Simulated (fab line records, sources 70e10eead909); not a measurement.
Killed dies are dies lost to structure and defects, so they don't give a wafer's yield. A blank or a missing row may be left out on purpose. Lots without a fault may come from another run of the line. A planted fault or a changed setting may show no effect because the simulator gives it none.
Chamber matching | flow nand_harc | NHARC_P_M2_STRIP_18 on rie_diel-10: 4 sister chambers
The step strips in N2/H2. 22 wafers are shown with their chamber, then 11 later ones without.

WAFERS WITH THEIR CHAMBER
wafer  | chamber | showerhead_plenum_p_Torr (Torr) | drypump_motor_current_A (A) | oes_product_au (a.u.)
L074.1 | 3       | 1.94                            | 5.5                         | 0.993
L074.3 | 1       | 2.01                            | 6.8                         | 1.026
L074.5 | 3       | 1.94                            | 5.5                         | 0.997
L077.1 | 3       | 1.94                            | 5.5                         | 1.001
L077.2 | 2       | 1.90                            | 5.3                         | 1.034
L077.3 | 1       | 2.00                            | 6.7                         | 1.031
L080.1 | 1       | 2.00                            | 6.7                         | 1.027
L080.4 | 0       | 2.11                            | 5.3                         | 0.994
L080.5 | 2       | 1.90                            | 5.4                         | 1.027
L085.2 | 0       | 2.11                            | 5.3                         | 0.998
L085.3 | 1       | 2.00                            | 6.8                         | 1.039
L085.6 | 2       | 1.90                            | 5.4                         | 1.030
L083.4 | 3       | 1.94                            | 5.5                         | 0.983
L083.5 | 2       | 1.90                            | 5.3                         | 1.020
L083.6 | 3       | 1.94                            | 5.5                         | 0.973
L084.1 | 3       | 1.94                            | 5.5                         | 0.978
L084.2 | 0       | 2.11                            | 5.3                         | 0.994
L084.6 | 0       | 2.11                            | 5.3                         | 0.992
L084.3 | 2       | 1.90                            | 5.3                         | 1.017
L084.4 | 1       | 2.00                            | 6.8                         | 1.038
L084.5 | 3       | 1.94                            | 5.5                         | 0.984
L091.2 | 2       | 1.90                            | 5.3                         | 1.016

SIGNATURES (means of the wafers above)
reading                  | chamber 0 | chamber 1 | chamber 2 | chamber 3 | scatter within a chamber
showerhead_plenum_p_Torr | 2.1100    | 2.0020    | 1.9000    | 1.9400    | 0.00211
drypump_motor_current_A  | 5.300     | 6.760     | 5.333     | 5.500     | 0.0375
oes_product_au           | 0.99450   | 1.03220   | 1.02400   | 0.98700   | 0.00772
Rule: a wafer's distance from a chamber is the root of the sum, over the readings, of the square of ((its reading less the chamber's mean) divided by the reading's scatter). The wafer belongs to the nearest chamber; if the next one is less than 2 further off, it can't be placed. The scatter: the root of (the sum of the squares of (reading less its chamber's mean) over the shown wafers, divided by (wafers less chambers)).

WAFERS WITHOUT THEIR CHAMBER
wafer  | showerhead_plenum_p_Torr (Torr) | drypump_motor_current_A (A) | oes_product_au (a.u.)
L091.4 | 1.93                            | 5.5                         | 0.986
L091.5 | 1.90                            | 5.3                         | 1.012
L096.1 | 1.93                            | 5.5                         | 0.996
L096.4 | 1.90                            | 5.3                         | 1.014
L096.6 | 1.93                            | 5.5                         | 0.991
L096.2 | 2.11                            | 5.3                         | 1.005
L096.3 | 2.00                            | 6.7                         | 1.040
L096.5 | 2.11                            | 5.3                         | 1.011
L097.1 | 2.00                            | 6.7                         | 1.039
L097.4 | 1.93                            | 5.5                         | 0.981
L097.5 | 2.11                            | 5.3                         | 1.004

WHICH CHAMBER EACH WENT THROUGH
wafer  | from the rows above | in truth
L091.4 | 3                   | 3
L091.5 | 2                   | 2
L096.1 | 3                   | 3
L096.4 | 2                   | 2
L096.6 | 3                   | 3
L096.2 | 0                   | 0
L096.3 | 1                   | 1
L096.5 | 0                   | 0
L097.1 | 1                   | 1
L097.4 | 3                   | 3
L097.5 | 0                   | 0
Placed correctly: 11 of 11. Can't be placed from these rows: 0. Placed wrongly: 0.
